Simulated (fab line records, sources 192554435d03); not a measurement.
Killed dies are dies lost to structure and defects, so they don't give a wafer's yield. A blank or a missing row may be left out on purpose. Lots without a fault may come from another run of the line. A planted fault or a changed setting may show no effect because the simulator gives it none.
fab line records | flow n5_finfet
record lots=24 wafers=72 last_day=17
route steps=1938 shown HKMG_FIN@400 GATE_CUT@466
lots that met no fault: from a run of the same line without faults
start_h: hours from the record's first day to the start of the lot's first wafer shown | wait_h: hours since the lot's step before | " the same as in the row above | L1.1+2: a row that stands for several wafers | - no value, or no start given | * or withheld: withheld | < > ~ a bound
route shown NAME@n: a module of which the file shows steps, and the number in the route of the first | usual: mean/standard deviation of fault-free wafers | same: alike in all rows | chamber/n: place in a boat | sites: the reading at each site | _std_site: their standard deviation | _edge_site: outer sites' mean less inner sites' | radius_mm: how far each site lies from the wafer's centre | mask NAME#n: copy n | behind: the tool/chamber that last shaped the wafer | hold: why the lot was held/for how many hours/how that ended | device: the transistor (n, p or np) that didn't switch | end of line: the same wafers' tests at the end of the route | a step without rows: its recipe alone | killed: dies lost to structure and defects at the first sort, not the wafer's yield | map: a wafer's dies, x killed, . not, _ none there
set.NAME: the setting as run; set.NAME@STEP: as run at that earlier step | model.NAME: the simulator's own value behind a step, which no gauge read
steps of the route over a sample of lots; a table a step, a row a wafer
services: from which hour (start_h, from the record's first day; less than 0 if before it) a tool's chamber was out of use, for how many hours, and why
## steps
# step N5_HKMG_FIN_INSPECT_61
# recipe mode=adi inspect_instrument=macro
# usual raw_defect_count=2.3/1.5
# columns lot.wafer tool chamber start_h wait_h raw_defect_count
L074.1 defect_inspect-02 - 73.77 0.0 2
L074.2 " - " " 1
L074.4 " - " " 2
L075.3 defect_inspect-01 - 83.21 0.0 2
L075.4 " - " " 3
L075.6 " - " " 4
L076.1 defect_inspect-02 - 84.03 0.0 5
L076.2 " - " " 2
L076.4 " - " " 4
L077.1 defect_inspect-01 - 93.82 0.0 2
L077.2 " - " " 2
L077.5 " - " " 2
L078.2 defect_inspect-01 - 95.61 0.0 2
L078.3 " - " " 2
L078.5 " - " " 1
L079.1 defect_inspect-02 - 100.76 0.0 4
L079.2 " - " " 1
L079.6 " - " " 3
L080.1 defect_inspect-02 - 112.28 0.0 3
L080.2 " - " " 4
L080.4 " - " " 2
L081.2 defect_inspect-01 - 112.97 0.0 0
L081.3 " - " " 0
L081.6 " - " " 1
L082.1 defect_inspect-01 - 122.39 0.0 3
L082.2 " - " " 2
L082.6 " - " " 5
L083.1 defect_inspect-01 - 124.79 0.0 2
L083.2 " - " " 3
L083.5 " - " " 0
L084.2 defect_inspect-02 - 135.43 0.0 2
L084.4 " - " " 1
L084.5 " - " " 0
L085.1 defect_inspect-01 - 140.79 0.0 8
L085.3 " - " " 1
L085.5 " - " " 1
L086.1 defect_inspect-01 - 146.95 0.0 2
L086.4 " - " " 2
L086.5 " - " " 1
L087.1 defect_inspect-02 - 152.28 0.0 1
L087.4 " - " " 4
L087.5 " - " " 2
L088.1 defect_inspect-02 - 158.12 0.0 3
L088.3 " - " " 3
L088.6 " - " " 3
L089.3 defect_inspect-02 - 163.84 0.0 2
L089.4 " - " " 4
L089.6 " - " " 3
L090.4 defect_inspect-02 - 167.16 0.0 2
L090.5 " - " " 0
L090.6 " - " " 3
L091.2 defect_inspect-02 - 172.66 0.0 1
L091.3 " - " " 4
L091.5 " - " " 2
L092.2 defect_inspect-02 - 179.04 0.0 3
L092.4 " - " " 3
L092.5 " - " " 4
L093.1 defect_inspect-02 - 187.10 0.0 0
L093.5 " - " " 3
L093.6 " - " " 6
L094.2 defect_inspect-01 - 195.57 0.0 1
L094.4 " - " " 3
L094.6 " - " " 3
L095.1 defect_inspect-01 - 197.28 0.0 4
L095.3 " - " " 1
L095.5 " - " " 2
L096.2 defect_inspect-02 - 204.44 0.0 3
L096.4 " - " " 3
L096.6 " - " " 2
L097.2 defect_inspect-01 - 210.20 0.0 3
L097.3 " - " " 0
L097.4 " - " " 2
# step N5_HKMG_FIN_INSPECT_14
# recipe mode=adi inspect_instrument=macro
# usual raw_defect_count=2.0/1.4
# columns lot.wafer tool chamber start_h wait_h raw_defect_count
L074.1 defect_inspect-01 - 77.30 0.0 1
L074.2 " - " " 0
L074.4 " - " " 2
L075.3 defect_inspect-01 - 86.57 0.0 2
L075.4 " - " " 2
L075.6 " - " " 1
L076.1 defect_inspect-02 - 87.40 0.0 2
L076.2 " - " " 2
L076.4 " - " " 1
L077.1 defect_inspect-02 - 97.33 0.0 1
L077.2 " - " " 3
L077.5 " - " " 1
L078.2 defect_inspect-02 - 98.86 0.0 2
L078.3 " - " " 4
L078.5 " - " " 4
L079.1 defect_inspect-02 - 104.13 0.0 2
L079.2 " - " " 3
L079.6 " - " " 2
L080.1 defect_inspect-02 - 115.74 0.0 3
L080.2 " - " " 4
L080.4 " - " " 0
L081.2 defect_inspect-02 - 116.46 0.0 3
L081.3 " - " " 1
L081.6 " - " " 1
L082.1 defect_inspect-02 - 125.89 0.0 5
L082.2 " - " " 2
L082.6 " - " " 1
L083.1 defect_inspect-01 - 128.16 0.0 2
L083.2 " - " " 6
L083.5 " - " " 2
L084.2 defect_inspect-01 - 138.72 0.0 2
L084.4 " - " " 1
L084.5 " - " " 2
L085.1 defect_inspect-01 - 144.62 0.0 1
L085.3 " - " " 2
L085.5 " - " " 1
L086.1 defect_inspect-01 - 150.22 0.0 0
L086.4 " - " " 0
L086.5 " - " " 1
L087.1 defect_inspect-01 - 155.82 0.0 1
L087.4 " - " " 6
L087.5 " - " " 3
L088.1 defect_inspect-02 - 161.50 0.0 3
L088.3 " - " " 0
L088.6 " - " " 1
L089.3 defect_inspect-02 - 167.24 0.0 2
L089.4 " - " " 0
L089.6 " - " " 1
L090.4 defect_inspect-01 - 170.78 0.0 1
L090.5 " - " " 1
L090.6 " - " " 2
L091.2 defect_inspect-01 - 176.07 0.0 1
L091.3 " - " " 1
L091.5 " - " " 0
L092.2 defect_inspect-02 - 182.33 0.0 4
L092.4 " - " " 5
L092.5 " - " " 2
L093.1 defect_inspect-01 - 190.35 0.0 2
L093.5 " - " " 3
L093.6 " - " " 2
L094.2 defect_inspect-02 - 199.19 0.0 1
L094.4 " - " " 2
L094.6 " - " " 2
L095.1 defect_inspect-01 - 201.73 0.0 4
L095.3 " - " " 4
L095.5 " - " " 2
L096.2 defect_inspect-01 - 208.64 0.0 5
L096.4 " - " " 3
L096.6 " - " " 1
L097.2 defect_inspect-01 - 214.09 0.0 3
L097.3 " - " " 2
L097.4 " - " " 1
# step N5_HKMG_FIN_ALD_91
# recipe material=TiN target_thk_a=10 temp_c=400 ald_precursor_family=TiCl4 ald_co_reactant=NH3 pulse_time_s=1 purge_time_s=3 co_reactant_purge_time_s=2 co_reactant_pulse_time_s=2 ald_cycles=47 pressure_torr=3
# usual heater_power_w=893/85 precursor_pulse_height_rel=0.999/0.021
# same ald_cycles=47
# columns lot.wafer tool chamber start_h wait_h heater_power_w precursor_pulse_height_rel since_wet_clean_h
L074.1 ald_metal-02 2 78.54 0.3 859 1.040 4357
L074.2 " 3 " " 931 1.006 4357
L074.4 " 1 " " 821 0.994 4357
L075.3 ald_metal-02 2 87.59 0.1 853 1.001 4366
L075.4 " 0 " " 820 0.965 4366
L075.6 " 2 " " 861 1.022 -
L076.1 ald_metal-01 2 88.46 0.3 857 0.983 2828
L076.2 " 0 " " 830 0.993 2828
L076.4 " 3 " " 911 1.003 2828
L077.1 ald_metal-03 1 98.35 0.3 857 1.009 5915
L077.2 " 2 " " 1094 0.993 5915
L077.5 " 1 " " 864 1.009 -
L078.2 ald_metal-02 3 100.07 0.3 933 0.960 4378
L078.3 " 1 " " 866 0.994 4378
L078.5 " 3 " " 926 1.004 -
L079.1 ald_metal-02 1 105.22 0.3 880 0.974 4384
L079.2 " 0 " " 808 1.034 4384
L079.6 " 1 " " 863 0.982 -
L080.1 ald_metal-02 1 116.76 0.3 869 1.028 4395
L080.2 " 2 " " 861 0.989 4395
L080.4 " 0 " " 838 1.017 4395
L081.2 ald_metal-02 2 117.49 0.3 848 1.004 4396
L081.3 " 3 " " 942 1.031 4396
L081.6 " 3 " " 935 1.005 -
L082.1 ald_metal-03 2 126.91 0.3 1125 1.004 5944
L082.2 " 3 " " 823 1.002 5944
L082.6 " 3 " " 832 0.972 -
L083.1 ald_metal-03 2 129.21 0.3 1103 1.010 5946
L083.2 " 0 " " 947 0.984 5946
L083.5 " 1 " " 823 1.053 -
L084.2 ald_metal-02 2 139.89 0.3 854 1.042 4418
L084.4 " 1 " " 881 1.013 4418
L084.5 " 0 " " 833 1.023 -
L085.1 ald_metal-03 2 145.98 0.3 1083 1.005 5963
L085.3 " 0 " " 982 1.018 5963
L085.5 " 0 " " 968 0.986 -
L086.1 ald_metal-03 0 151.24 0.3 969 1.001 5968
L086.4 " 3 " " 854 0.973 5968
L086.5 " 1 " " 859 0.962 -
L087.1 ald_metal-02 1 156.85 0.3 851 1.012 4435
L087.4 " 2 " " 857 1.012 4435
L087.5 " 3 " " 930 0.978 -
L088.1 ald_metal-03 2 162.51 0.3 1108 0.979 5979
L088.3 " 0 " " 976 1.037 5979
L088.6 " 2 " " 1092 1.004 -
L089.3 ald_metal-02 0 168.70 0.1 829 1.016 4447
L089.4 " 3 " " 920 1.002 4447
L089.6 " 3 " " 951 0.947 -
L090.4 ald_metal-03 2 171.80 0.2 1118 0.986 5989
L090.5 " 2 " " 1085 0.977 -
L090.6 " 1 " " 846 1.020 -
L091.2 ald_metal-02 0 177.38 0.3 841 1.034 4456
L091.3 " 3 " " 935 1.005 4456
L091.5 " 0 " " 834 1.014 -
L092.2 ald_metal-01 3 183.35 0.3 893 1.005 2923
L092.4 " 1 " " 736 1.023 -
L092.5 " 3 " " 913 0.990 -
L093.1 ald_metal-02 3 191.41 0.3 935 0.988 4470
L093.5 " 2 " " 852 0.976 -
L093.6 " 3 " " 929 1.000 -
L094.2 ald_metal-02 1 200.85 0.3 876 0.968 4479
L094.4 " 3 " " 925 0.983 4479
L094.6 " 0 " " 816 0.988 -
L095.1 ald_metal-02 0 203.32 0.3 840 1.009 4482
L095.3 " 3 " " 933 1.026 4482
L095.5 " 3 " " 941 0.997 -
L096.2 ald_metal-03 1 210.12 0.3 857 0.978 6027
L096.4 " 3 " " 835 0.968 6027
L096.6 " 3 " " 834 0.994 -
L097.2 ald_metal-02 3 215.55 0.3 948 1.031 4494
L097.3 " 2 " " 840 0.976 4494
L097.4 " 0 " " 841 0.963 4494
# step N5_HKMG_FIN_STRIP_89
# recipe chemistry=N2/H2 material=SOC time_s=20 power_w=500 temp_c=40 pressure_mtorr=50 rf_frequency_hz=6e+07 bias_power_w=8 h2_frac=0.5 n2_flow_sccm=300 h2_flow_sccm=300
# usual drypump_motor_current_A=5.7/0.46 oes_product_au=0.79/0.093 rf_vpp_V=54.3/0.81 showerhead_plenum_p_Torr=3.41/0.14 throttle_valve_pct=19.1/0.47
# columns lot.wafer tool chamber start_h wait_h drypump_motor_current_A oes_product_au rf_hours_counter_h rf_vpp_V showerhead_plenum_p_Torr throttle_valve_pct
L074.1 rie_diel-01 3 78.97 0.0 5.7 0.75 151 54.1 3.55 19.3
L074.2 " 2 " " 5.1 0.70 231 54.1 3.20 19.8
L074.4 " 0 " " 6.6 0.87 33 53.3 3.43 18.7
L075.3 rie_diel-01 3 87.99 0.0 5.7 0.74 153 53.9 3.55 19.3
L075.4 " 2 " " 5.0 0.70 234 54.4 3.20 19.8
L075.6 " 1 " " 5.7 0.74 - 52.6 3.23 19.4
L076.1 rie_diel-03 2 88.97 0.0 6.0 0.81 113 52.5 3.23 18.5
L076.2 " 1 " " 5.2 0.95 19 54.3 3.55 18.2
L076.4 " 0 " " 6.3 0.73 146 55.6 3.52 19.5
L077.1 rie_diel-04 2 98.75 0.0 5.1 0.88 37 54.1 3.53 18.7
L077.2 " 3 " " 5.0 0.75 176 53.7 3.25 19.2
L077.5 " 2 " " 5.1 0.89 - 54.7 3.53 18.7
L078.2 rie_diel-01 3 100.47 0.0 5.7 0.75 158 55.2 3.55 19.3
L078.3 " 0 " " 6.5 0.88 40 54.0 3.43 18.7
L078.5 " 3 " " 5.7 0.75 - 54.5 3.55 19.3
L079.1 rie_diel-04 0 105.71 0.0 5.6 0.92 13 54.7 3.59 19.3
L079.2 " 2 " " 5.1 0.88 40 54.3 3.53 18.7
L079.6 " 0 " " 5.5 0.92 - 55.9 3.59 19.3
L080.1 rie_diel-01 2 117.38 0.0 5.1 0.69 244 53.0 3.20 19.9
L080.2 " 3 " " 5.7 0.74 163 54.8 3.54 19.3
L080.4 " 1 " " 5.7 0.73 176 53.3 3.23 19.4
L081.2 rie_diel-04 0 117.89 0.0 5.6 0.91 18 54.1 3.59 19.3
L081.3 " 3 " " 5.0 0.73 183 53.5 3.25 19.2
L081.6 " 0 " " 5.6 0.91 - 54.8 3.59 19.3
L082.1 rie_diel-01 1 127.38 0.0 5.7 0.73 177 52.8 3.22 19.4
L082.2 " 2 " " 5.1 0.69 248 54.1 3.20 19.9
L082.6 " 3 " " 5.7 0.74 - 55.0 3.54 19.3
L083.1 rie_diel-03 3 129.67 0.0 5.6 0.69 185 53.2 3.46 19.3
L083.2 " 1 " " 5.1 0.92 34 54.3 3.54 18.2
L083.5 " 1 " " 5.2 0.91 - 54.5 3.54 18.2
L084.2 rie_diel-04 3 140.31 0.0 5.1 0.73 190 51.7 3.24 19.2
L084.4 " 2 " " 5.1 0.86 51 54.8 3.52 18.7
L084.5 " 2 " " 5.1 0.87 - 54.2 3.52 18.7
L085.1 rie_diel-03 3 146.49 0.0 5.6 0.68 191 54.6 3.45 19.3
L085.3 " 0 " " 6.2 0.72 169 54.2 3.50 19.5
L085.5 " 0 " " 6.3 0.72 - 55.2 3.50 19.5
L086.1 rie_diel-03 3 151.64 0.0 5.6 0.69 192 54.3 3.45 19.3
L086.4 " 2 " " 6.1 0.80 136 54.2 3.22 18.5
L086.5 " 2 " " 6.0 0.80 - 53.9 3.22 18.5
L087.1 rie_diel-04 2 157.25 0.0 5.1 0.86 57 53.7 3.52 18.7
L087.4 " 1 " " 5.9 0.93 26 55.1 3.28 19.2
L087.5 " 0 " " 5.6 0.88 - 53.8 3.58 19.3
L088.1 rie_diel-03 3 162.91 0.0 5.6 0.68 197 55.9 3.45 19.3
L088.3 " 2 " " 6.1 0.79 140 53.6 3.22 18.6
L088.6 " 2 " " 6.0 0.78 - 54.7 3.22 18.5
L089.3 rie_diel-03 3 169.16 0.0 5.7 0.68 199 55.6 3.45 19.4
L089.4 " 0 " " 6.3 0.71 177 53.8 3.50 19.5
L089.6 " 0 " " 6.3 0.71 - 55.2 3.50 19.5
L090.4 rie_diel-03 0 172.20 0.0 6.3 0.70 178 54.3 3.50 19.5
L090.5 " 1 " " 5.2 0.90 - 54.0 3.53 18.2
L090.6 " 0 " " 6.3 0.71 - 55.2 3.50 19.5
L091.2 rie_diel-04 1 177.78 0.0 5.8 0.91 34 54.3 3.28 19.2
L091.3 " 2 " " 5.1 0.85 64 53.8 3.51 18.7
L091.5 " 0 " " 5.6 0.86 - 54.8 3.57 19.4
L092.2 rie_diel-01 1 183.83 0.0 5.8 0.72 199 54.6 3.21 19.4
L092.4 " 2 " " 5.1 0.97 12 54.8 3.60 19.5
L092.5 " 3 " " 5.7 0.72 - 54.8 3.53 19.4
L093.1 rie_diel-03 3 191.81 0.0 5.6 0.67 210 55.5 3.44 19.4
L093.5 " 0 " " 6.3 0.71 - 53.6 3.49 19.6
L093.6 " 2 " " 6.0 0.78 - 53.6 3.21 18.6
L094.2 rie_diel-01 1 201.54 0.0 5.7 0.71 207 54.6 3.21 19.4
L094.4 " 2 " " 5.1 0.93 20 54.4 3.59 19.5
L094.6 " 1 " " 5.7 0.71 - 54.9 3.21 19.4
L095.1 rie_diel-03 1 204.05 0.0 5.2 0.89 63 54.9 3.52 18.2
L095.3 " 2 " " 6.0 0.77 162 53.3 3.20 18.6
L095.5 " 0 " " 6.3 0.70 - 54.6 3.49 19.5
L096.2 rie_diel-03 2 210.76 0.0 6.0 0.78 165 53.3 3.20 18.6
L096.4 " 1 " " 5.2 0.87 67 54.5 3.52 18.2
L096.6 " 0 " " 6.3 0.69 - 55.0 3.49 19.6
L097.2 rie_diel-03 1 216.11 0.0 5.2 0.87 69 54.7 3.52 18.2
L097.3 " 3 " " 5.6 0.66 220 53.7 3.44 19.4
L097.4 " 2 " " 6.0 0.77 168 53.1 3.20 18.6
# step N5_GATE_CUT_ETCH_56
# recipe chemistry=Cl2/Ar target=TiN target_depth_a=216 pressure_mtorr=10 icp_w=600 bias_w=60 Cl2_flow_sccm=40 Ar_flow_sccm=60
# usual drypump_motor_current_A=5.9/0.6 he_backside_leak_sccm=3.5/0.39 oes_product_au=0.74/0.093 throttle_valve_pct=21.02/0.26
# columns lot.wafer tool chamber start_h wait_h drypump_motor_current_A he_backside_leak_sccm oes_product_au rf_hours_counter_h throttle_valve_pct
L074.1 rie_metal-02 0 82.13 0.1 5.5 3.2 0.65 99 20.98
L074.2 " 1 " " 6.5 3.4 0.58 131 21.54
L074.4 " 0 " " 5.5 3.3 0.65 - 20.99
L075.3 rie_metal-03 0 91.26 0.1 5.2 3.3 0.83 - 20.70
L075.4 " 1 " " 6.6 3.6 0.82 - 20.98
L075.6 " 1 " " 6.6 3.8 0.81 - 21.02
L076.1 rie_metal-03 1 92.23 0.1 6.6 3.4 0.79 31 21.00
L076.2 " 0 " " 5.2 3.4 0.83 20 20.71
L076.4 " 0 " " 5.2 3.3 0.84 - 20.70
L077.1 rie_metal-02 1 102.06 0.1 6.5 3.4 0.58 133 21.56
L077.2 " 0 " " 5.5 3.1 0.65 101 21.00
L077.5 " 0 " " 5.5 3.3 0.65 - 20.99
L078.2 rie_metal-03 1 103.67 0.1 6.6 3.5 0.80 32 21.02
L078.3 " 0 " " 5.3 3.5 0.82 - 20.69
L078.5 " 1 " " 6.6 3.6 0.81 - 21.01
L079.1 rie_metal-03 1 108.90 0.1 6.6 3.6 0.81 32 21.02
L079.2 " 0 " " 5.2 3.4 0.83 22 20.69
L079.6 " 1 " " 6.6 3.6 0.81 - 21.03
L080.1 rie_metal-02 1 120.59 0.1 6.5 3.2 0.58 134 21.54
L080.2 " 0 " " 5.5 3.3 0.65 103 21.00
L080.4 " 1 " " 6.5 3.5 0.58 - 21.56
L081.2 rie_metal-03 0 121.04 0.1 5.2 3.4 0.82 23 20.71
L081.3 " 1 " " 6.6 3.5 0.80 - 21.02
L081.6 " 1 " " 6.6 3.7 0.80 - 21.05
L082.1 rie_metal-03 0 130.94 0.1 5.2 3.1 0.82 24 20.69
L082.2 " 1 " " 6.6 3.5 0.80 34 21.02
L082.6 " 0 " " 5.2 3.4 0.82 - 20.70
L083.1 rie_metal-03 0 132.82 0.1 5.2 3.4 0.82 24 20.72
L083.2 " 1 " " 6.6 3.7 0.80 34 21.02
L083.5 " 0 " " 5.2 3.5 0.82 - 20.69
L084.2 rie_metal-02 0 143.48 0.1 5.5 3.4 0.65 105 20.98
L084.4 " 0 " " 5.5 3.3 0.65 - 20.98
L084.5 " 0 " " 5.5 3.2 0.66 - 20.99
L085.1 rie_metal-02 1 149.64 0.1 6.4 3.4 0.58 137 21.56
L085.3 " 1 " " 6.4 3.2 0.57 - 21.57
L085.5 " 1 " " 6.4 3.4 0.57 - 21.56
L086.1 rie_metal-02 1 154.82 0.1 6.4 3.6 0.58 138 21.54
L086.4 " 0 " " 5.5 3.4 0.65 - 20.98
L086.5 " 1 " " 6.4 3.6 0.57 - 21.54
L087.1 rie_metal-03 0 160.40 0.1 5.3 3.4 0.81 26 20.72
L087.4 " 0 " " 5.3 3.3 0.81 - 20.70
L087.5 " 1 " " 6.6 3.6 0.80 - 21.06
L088.1 rie_metal-02 0 166.11 0.1 5.5 3.2 0.64 108 21.00
L088.3 " 1 " " 6.4 3.1 0.57 - 21.59
L088.6 " 0 " " 5.5 3.1 0.65 - 21.00
L089.3 rie_metal-01 0 172.56 0.1 5.4 3.4 0.81 - 21.08
L089.4 " 1 " " 5.5 3.6 0.67 - 20.94
L089.6 " 0 " " 5.4 3.5 0.82 - 21.07
L090.4 rie_metal-03 0 175.53 0.1 5.2 3.4 0.80 - 20.72
L090.5 " 1 " " 6.6 3.6 0.78 - 21.03
L090.6 " 0 " " 5.2 3.3 0.80 - 20.72
L091.2 rie_metal-03 1 181.07 0.1 6.6 3.7 0.78 39 21.02
L091.3 " 0 " " 5.2 3.5 0.80 - 20.71
L091.5 " 1 " " 6.6 3.8 0.79 - 21.03
L092.2 rie_metal-01 1 187.04 0.1 5.5 3.5 0.66 95 20.93
L092.4 " 0 " " 5.4 3.5 0.80 - 21.06
L092.5 " 1 " " 5.5 3.5 0.66 - 20.91
L093.1 rie_metal-03 0 195.14 0.1 5.2 3.3 0.80 30 20.73
L093.5 " 0 " " 5.2 3.3 0.79 - 20.72
L093.6 " 1 " " 6.6 6.5 0.77 - 21.06
L094.2 rie_metal-03 1 204.83 0.1 6.6 3.9 0.77 42 21.06
L094.4 " 0 " " 5.2 3.4 0.79 - 20.73
L094.6 " 0 " " 5.2 3.4 0.78 - 20.73
L095.1 rie_metal-01 1 207.31 0.1 5.5 3.5 0.67 97 20.92
L095.3 " 1 " " 5.5 3.6 0.67 - 20.95
L095.5 " 0 " " 5.4 3.2 0.80 - 21.07
L096.2 rie_metal-03 1 214.26 0.1 6.6 3.6 0.77 42 21.07
L096.4 " 1 " " 6.6 3.5 0.77 - 21.06
L096.6 " 0 " " 5.2 3.4 0.79 - 20.73
L097.2 rie_metal-02 0 219.28 0.1 5.5 3.3 0.64 112 20.99
L097.3 " 1 " " 6.4 3.3 0.89 - 21.26
L097.4 " 0 " " 5.5 3.3 0.63 - 20.99
# step N5_GATE_CUT_ETCH_36
# recipe chemistry=CF4 target=SiARC target_depth_a=130 mask_material=CAR-EUV time_s=21.7 ion_energy_ev=80 pressure_mtorr=40 source_w=545 bias_w=36 Ar_flow_sccm=100 cf4_flow_sccm=100 ends=cleared
# usual drypump_motor_current_A=5.5/0.43 etch_rf_on_time_s=21.7/0.64 oes_product_au=0.67/0.054 rf_vpp_V=184.2/1.2 showerhead_plenum_p_Torr=2.14/0.068 throttle_valve_pct=15.51/0.14
# columns lot.wafer tool chamber start_h wait_h drypump_motor_current_A etch_rf_on_time_s oes_product_au rf_hours_counter_h rf_vpp_V showerhead_plenum_p_Torr throttle_valve_pct
L074.1 rie_diel-02 0 85.98 0.0 5.0 21.5 0.65 140 184.0 2.15 15.57
L074.2 " 1 " " 6.0 21.1 0.69 117 184.6 2.08 15.33
L074.4 " 2 " " 5.9 22.2 0.63 171 184.9 2.11 15.57
L075.3 rie_diel-02 1 96.90 0.0 6.0 21.2 0.68 120 184.7 2.08 15.33
L075.4 " 3 " " 5.4 22.1 0.64 125 186.0 2.22 15.51
L075.6 " 3 " " 5.5 22.0 0.65 - 185.7 2.22 15.51
L076.1 rie_diel-06 1 97.07 0.0 4.7 21.6 0.60 204 183.0 2.13 15.74
L076.2 " 2 " " 5.4 20.1 0.75 62 186.6 2.26 15.39
L076.4 " 0 " " 5.6 21.8 0.56 251 184.6 2.20 15.76
L077.1 rie_diel-02 2 105.83 0.0 5.9 21.9 0.63 177 183.3 2.11 15.59
L077.2 " 3 " " 5.5 22.0 0.65 127 186.3 2.22 15.52
L077.5 " 3 " " 5.5 21.8 0.65 - 185.9 2.22 15.50
L078.2 rie_diel-06 3 107.37 0.0 5.9 21.6 0.70 114 179.9 2.00 15.30
L078.3 " 1 " " 4.7 22.2 0.59 207 183.4 2.13 15.74
L078.5 " 1 " " 4.7 22.3 0.59 - 183.5 2.13 15.76
L079.1 rie_diel-02 3 114.21 0.0 5.5 22.4 0.65 131 185.4 2.22 15.53
L079.2 " 0 " " 5.0 21.8 0.64 148 185.1 2.15 15.57
L079.6 " 2 " " 5.9 21.9 0.63 - 184.5 2.11 15.58
L080.1 rie_diel-06 1 124.26 0.0 4.7 22.1 0.59 215 182.9 2.12 15.75
L080.2 " 2 " " 5.4 20.3 0.73 72 186.0 2.25 15.42
L080.4 " 3 " " 5.9 21.4 0.69 - 181.7 2.00 15.32
L081.2 rie_diel-02 2 124.64 0.0 5.9 22.0 0.63 183 183.4 2.10 15.61
L081.3 " 0 " " 5.0 21.7 0.64 152 184.0 2.14 15.60
L081.6 " 1 " " 6.0 21.2 0.68 - 183.8 2.07 15.35
L082.1 rie_diel-02 1 134.82 0.0 6.0 21.0 0.69 131 182.5 2.07 15.37
L082.2 " 2 " " 5.9 22.3 0.62 186 184.2 2.10 15.60
L082.6 " 3 " " 5.5 22.2 0.64 - 187.2 2.22 15.56
L083.1 rie_diel-02 1 136.56 0.0 6.0 20.9 0.68 132 182.2 2.07 15.36
L083.2 " 2 " " 5.9 22.3 0.62 187 183.6 2.10 15.62
L083.5 " 0 " " 5.1 21.8 0.64 - 183.6 2.14 15.59
L084.2 rie_diel-02 2 147.09 0.0 5.9 21.9 0.62 191 184.1 2.10 15.60
L084.4 " 1 " " 6.0 21.1 0.67 136 181.8 2.07 15.39
L084.5 " 1 " " 6.0 20.7 0.68 - 183.3 2.07 15.35
L085.1 rie_diel-05 2 153.47 0.0 5.1 21.5 0.73 60 186.4 2.24 15.32
L085.3 " 0 " " 6.1 21.8 0.72 62 183.6 2.16 15.42
L085.5 " 3 " " 5.2 22.9 0.73 - 183.9 2.17 15.36
L086.1 rie_diel-02 3 159.18 0.0 5.4 21.9 0.64 143 185.9 2.22 15.54
L086.4 " 1 " " 6.0 21.0 0.68 139 183.3 2.07 15.37
L086.5 " 2 " " 5.9 22.1 0.62 - 182.4 2.10 15.62
L087.1 rie_diel-02 2 164.28 0.0 5.9 21.9 0.62 197 183.7 2.10 15.64
L087.4 " 0 " " 5.1 22.0 0.63 165 184.0 2.14 15.60
L087.5 " 2 " " 5.9 22.1 0.62 - 184.0 2.10 15.61
L088.1 rie_diel-02 1 170.12 0.0 6.0 20.8 0.67 143 183.6 2.07 15.38
L088.3 " 3 " " 5.5 21.8 0.63 147 185.3 2.22 15.54
L088.6 " 2 " " 5.9 22.1 0.62 - 185.2 2.10 15.63
L089.3 rie_diel-06 3 176.39 0.0 5.9 21.4 0.68 138 183.0 1.99 15.35
L089.4 " 1 " " 4.7 22.6 0.57 232 184.0 2.12 15.80
L089.6 " 3 " " 5.9 21.4 0.68 - 182.4 1.99 15.35
L090.4 rie_diel-05 0 179.23 0.0 6.0 21.7 0.71 69 184.1 2.15 15.44
L090.5 " 0 " " 6.1 21.8 0.71 - 185.6 2.15 15.45
L090.6 " 1 " " 5.8 21.8 0.76 - 184.3 2.19 15.53
L091.2 rie_diel-05 3 184.67 0.0 5.2 23.0 0.72 46 183.9 2.17 15.38
L091.3 " 2 " " 5.1 21.4 0.72 69 186.1 2.24 15.34
L091.5 " 0 " " 6.0 22.0 0.71 - 185.7 2.15 15.45
L092.2 rie_diel-06 3 190.77 0.0 5.9 21.6 0.67 142 181.3 1.99 15.34
L092.4 " 2 " " 5.4 20.2 0.71 93 184.7 2.24 15.46
L092.5 " 2 " " 5.4 20.1 0.72 - 185.2 2.24 15.46
L093.1 rie_diel-02 2 199.00 0.0 5.9 22.2 0.61 206 184.1 2.10 15.64
L093.5 " 0 " " 5.0 21.7 0.63 - 184.7 2.14 15.63
L093.6 " 3 " " 5.5 21.7 0.64 - 184.2 2.21 15.58
L094.2 rie_diel-05 3 209.57 0.0 5.2 23.0 0.70 54 185.2 2.16 15.42
L094.4 " 0 " " 6.1 22.1 0.70 - 184.0 2.15 15.48
L094.6 " 3 " " 5.2 23.1 0.70 - 185.0 2.16 15.40
L095.1 rie_diel-05 3 210.96 0.0 5.1 22.7 0.71 55 184.2 2.16 15.40
L095.3 " 0 " " 6.0 21.7 0.71 79 183.7 2.15 15.46
L095.5 " 1 " " 5.8 21.6 0.75 - 183.3 2.19 15.57
L096.2 rie_diel-06 0 217.97 0.0 5.7 21.8 0.78 25 184.3 2.19 15.35
L096.4 " 3 " " 5.9 21.3 0.68 151 182.5 1.99 15.39
L096.6 " 2 " " 5.4 20.1 0.71 - 186.3 2.24 15.47
L097.2 rie_diel-06 0 223.18 0.0 5.7 21.9 0.78 27 185.2 2.19 15.36
L097.3 " 2 " " 5.4 20.2 0.70 103 186.0 2.24 15.49
L097.4 " 3 " " 5.9 21.2 0.68 152 181.9 1.99 15.38
## services
# columns tool chamber start_h hours kind
rie_diel-05 0 73.14 6.9 repair
rie_diel-02 2 79.85 2.1 repair
rie_metal-03 - 87.97 1.4 pm
rie_diel-06 0 110.30 - clean
rie_diel-06 0 110.30 - consumable_replace:focus_ring
rie_diel-06 0 110.30 20.4 scheduled_down
rie_diel-06 0 110.30 20.4 vent_cycle
ald_metal-01 - 116.59 52.6 repair
rie_diel-01 1 119.12 7.1 repair
rie_diel-02 3 135.96 8.7 repair
ald_metal-03 3 136.57 3.6 repair
rie_diel-03 0 159.33 1.3 repair
rie_metal-02 1 166.71 - clean
rie_metal-02 1 166.71 16.0 scheduled_down
rie_metal-02 1 166.71 16.0 vent_cycle
rie_metal-02 - 177.63 0.5 repair
rie_diel-04 - 180.48 69.8 repair
ald_metal-01 2 180.97 12.1 repair
rie_diel-03 1 185.26 8.8 repair
rie_diel-03 3 194.43 6.1 repair
rie_metal-01 - 195.47 1.3 repair
ald_metal-01 - 206.60 4.3 pm
rie_diel-05 2 208.68 3.8 repair
rie_diel-05 0 221.63 2.8 repair
## key
fault none
